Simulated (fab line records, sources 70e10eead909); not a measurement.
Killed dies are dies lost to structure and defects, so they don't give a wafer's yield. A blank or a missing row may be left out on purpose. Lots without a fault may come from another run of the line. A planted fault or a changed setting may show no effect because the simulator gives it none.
A struck lot beside a sound one | flow nand_harc | 38 steps out of a route of 1302
Sound: wafers L210.3, L210.4, L210.5. Struck: wafers L225.1, L225.3, L225.6. The cause comes at the end.
At each step with rows: each side's tool, then ch and its chambers, then its first start. Under that, the readings that differ: sound wafers | struck wafers | difference of the means | sigmas: that difference in standard deviations of wafers without a fault.
alike: readings whose means differ by less than 2 such deviations, and words and numbers that are the same on both sides. not compared: withheld readings, readings that some wafer has no value for, bounds like >300 that may hide the same value, and numbers for which the record gives no deviation and whose values overlap.
The two part at a step that has a row with sigmas, a row that says differs or no value, or rows on one side only. Numbers that don't overlap but have no deviation are shown without sigmas and don't part them. A reading that every wafer of one side lacks parts them only if that side has two wafers or more.

first, 10 steps without rows for these wafers: NHARC_A_CHANNEL_HOLE_D2_DEP_00 (deposits aC, target thk 3100 nm); NHARC_A_CHANNEL_HOLE_D2_DEP_01 (deposits SiON, target thk 140 nm); NHARC_A_CHANNEL_HOLE_D2_DEHYDRATE_02 (time 120 s); NHARC_A_CHANNEL_HOLE_D2_HMDS_03 (time 30 s); NHARC_A_CHANNEL_HOLE_D2_COAT_36 (time 75 s); NHARC_A_CHANNEL_HOLE_D2_COAT_37 (time 65 s); NHARC_A_CHANNEL_HOLE_D2_COAT_04 (resist thk 90 nm); NHARC_A_CHANNEL_HOLE_D2_SOFTBAKE_05 (time 55 s); NHARC_A_CHANNEL_HOLE_D2_EBR_06; NHARC_A_CHANNEL_HOLE_D2_EXPOSE_07 (exposes mask HOLE D2, target cd 100 nm).
NHARC_A_CHANNEL_HOLE_D2_PEB_08: peb time 65 s.
  sound on litho_track-04 ch 0, day 14 05:14; struck on litho_track-06 ch 0, day 21 16:16
  reading                  | sound              | struck               | difference | sigmas
  heater_power_total_W (W) | 156.1 156.9 156.2  | 173.6 172.9 173.6    | +17.0      | +42
  plate_temp_C (C)         | 100.02 99.96 99.96 | 107.48 107.74 107.61 | +7.63      | +64
then, 1 step without rows for these wafers: NHARC_A_CHANNEL_HOLE_D2_DEVELOP_09 (develop time 35 s).
NHARC_A_CHANNEL_HOLE_D2_CD_MEAS_10: target cd 100 nm.
  sound on cd_sem-03 ch 0, day 14 05:19; struck on cd_sem-03 ch 0
  reading    | sound          | struck            | difference | sigmas
  cd_nm (nm) | 99.5 99.4 99.9 | 118.5 118.6 117.8 | +18.7      | +43
  not compared: hold
NHARC_A_CHANNEL_HOLE_D2_OVL_MEAS_11:
  sound on overlay-02, day 14 05:24; struck on overlay-02, day 21 20:30
  reading | sound | struck                                                                     | difference                   | sigmas
  hold    | - - - | await_dispo/3.9h/release await_dispo/3.9h/release await_dispo/3.9h/release | no value on the sound wafers |
  alike: overlay_x_nm, overlay_y_nm
NHARC_A_CHANNEL_HOLE_D2_DESCUM_15: chemistry O2, time 3 s.
  sound on rie_diel-07 ch 0,1,3, day 14 05:31; struck on rie_diel-07 ch 0,1,3, day 21 20:37
  alike: chamber_pressure_mTorr, drypump_motor_current_A, oes_product_au, rf_vpp_V, showerhead_plenum_p_Torr, throttle_valve_pct
  not compared: rf_hours_counter_h, model.A_CHANNEL_HOLE_D2.cd_nm
then, 4 steps without rows for these wafers: NHARC_A_CHANNEL_HOLE_D2_ETCH_38 (etches the open film in CF4, target depth 39 nm, time 65 s); NHARC_A_CHANNEL_HOLE_D2_ETCH_39 (etches the open film in N2/H2, target depth 260 nm, time 325 s); NHARC_A_CHANNEL_HOLE_D2_ETCH_34 (etches the open film in CF4/CHF3, target depth 154 nm, time 77 s); NHARC_A_CHANNEL_HOLE_D2_ETCH_16 (etches the open film in O2/COS, target depth 3100 nm, time 806 s).
NHARC_A_CHANNEL_HOLE_D2_CD_MEAS_18:
  sound on cd_sem-02, day 14 06:37; struck on cd_sem-03, day 21 21:53
  reading    | sound            | struck            | difference | sigmas
  cd_nm (nm) | 102.0 100.0 92.5 | 120.1 119.5 118.9 | +21.3      | +9
  not compared: hold
then, 11 steps without rows for these wafers: NHARC_A_CHANNEL_HOLE_D2_ETCH_20 (etches the open film in C4F8/O2/Ar, time 361.9 s, target depth 1600 nm); NHARC_A_CHANNEL_HOLE_D2_ETCH_21 (etches the open film in C4F8/O2/Ar, time 514.3 s, target depth 1600 nm); NHARC_A_CHANNEL_HOLE_D2_ETCH_22 (etches the open film in C4F8/O2/Ar, time 666.7 s, target depth 1600 nm); NHARC_A_CHANNEL_HOLE_D2_ETCH_23 (etches the open film in C4F8/O2/Ar, time 819 s, target depth 1600 nm); NHARC_A_CHANNEL_HOLE_D2_ETCH_24 (etches the open film in C4F8/O2/Ar, time 906.2 s, target depth 1500 nm); NHARC_A_CHANNEL_HOLE_D2_ETCH_25 (etches the open film in C4F8/O2/Ar, time 1040.2 s, target depth 1500 nm); NHARC_A_CHANNEL_HOLE_D2_ETCH_26 (etches the open film in C4F8/O2/Ar, time 224.1 s, target depth 300 nm); NHARC_A_CHANNEL_HOLE_D2_ETCH_27 (etches the open film in C4F8/O2/Ar, time 90 s, target depth 400 nm); NHARC_A_CHANNEL_HOLE_D2_STRIP_41 (strips in N2/H2); NHARC_A_CHANNEL_HOLE_D2_STRIP_42 (strips in CF4/CHF3); NHARC_A_CHANNEL_HOLE_D2_STRIP_43 (strips in O2/COS).
NHARC_A_CHANNEL_HOLE_D2_ETCH_44: etches the open film in CF4/O2, target depth 140 nm, overetch 14 nm, time 77 s.
  sound on rie_diel-11 ch 0,2, day 14 13:00; struck on rie_diel-03 ch 2,3, day 22 12:32
  reading                            | sound            | struck            | difference | sigmas
  model.A_CHANNEL_HOLE_D2.cd_nm (nm) | 90.02 89.4 90.19 | 106.6 105.9 106.1 | +16.3      |
  alike: chamber_pressure_mTorr, drypump_motor_current_A, oes_product_au, rf_vpp_V, showerhead_plenum_p_Torr, throttle_valve_pct
  not compared: rf_hours_counter_h
then, 3 steps without rows for these wafers: NHARC_A_CHANNEL_HOLE_D2_STRIP_28 (strips in O2); NHARC_A_CHANNEL_HOLE_D2_PRECLEAN_29 (cleans in SC1); NHARC_A_CHANNEL_HOLE_D2_SRD_30.
NHARC_A_CHANNEL_HOLE_D2_CD_MEAS_31:
  sound on cd_sem-03, day 14 13:48; struck on cd_sem-01, day 22 20:02
  reading    | sound          | struck            | difference | sigmas
  cd_nm (nm) | 90.6 89.6 90.1 | 106.1 105.2 105.3 | +15.4      | +11
  not compared: hold
NHARC_A_CHANNEL_HOLE_D2_XSEM_32:
  sound on xsem-02 ch 0, day 14 13:54; struck on xsem-02 ch 0, day 23 00:31
  reading        | sound          | struck                                                                     | difference                   | sigmas
  hold           | - - -          | await_dispo/4.4h/release await_dispo/4.4h/release await_dispo/4.4h/release | no value on the sound wafers |
  bot_cd_nm (nm) | 75.3 74.3 75.4 | 89.5 89.4 89.2                                                             | +14.4                        | +9
  alike: bow_nm, tilt_deg
-- the record jumps here: 12 days lie between the struck wafers' starts before and after (it left off in module A_CHANNEL_HOLE_D2 and takes up again in module END, whose first step shown is number 1302 of the route) --
NHARC_END_SORT_01:
  the record has rows for the struck wafers here (prober-01 ch 0, day 34 23:03) and none for the sound ones

WHERE THEY PART
First at NHARC_A_CHANNEL_HOLE_D2_PEB_08; last, within this record, at NHARC_END_SORT_01.

WHY: what the simulator had put in
Process parameter drift: litho_track-06, from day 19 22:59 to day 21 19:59, at NHARC_A_CHANNEL_HOLE_D2_PEB_08. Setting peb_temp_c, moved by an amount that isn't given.
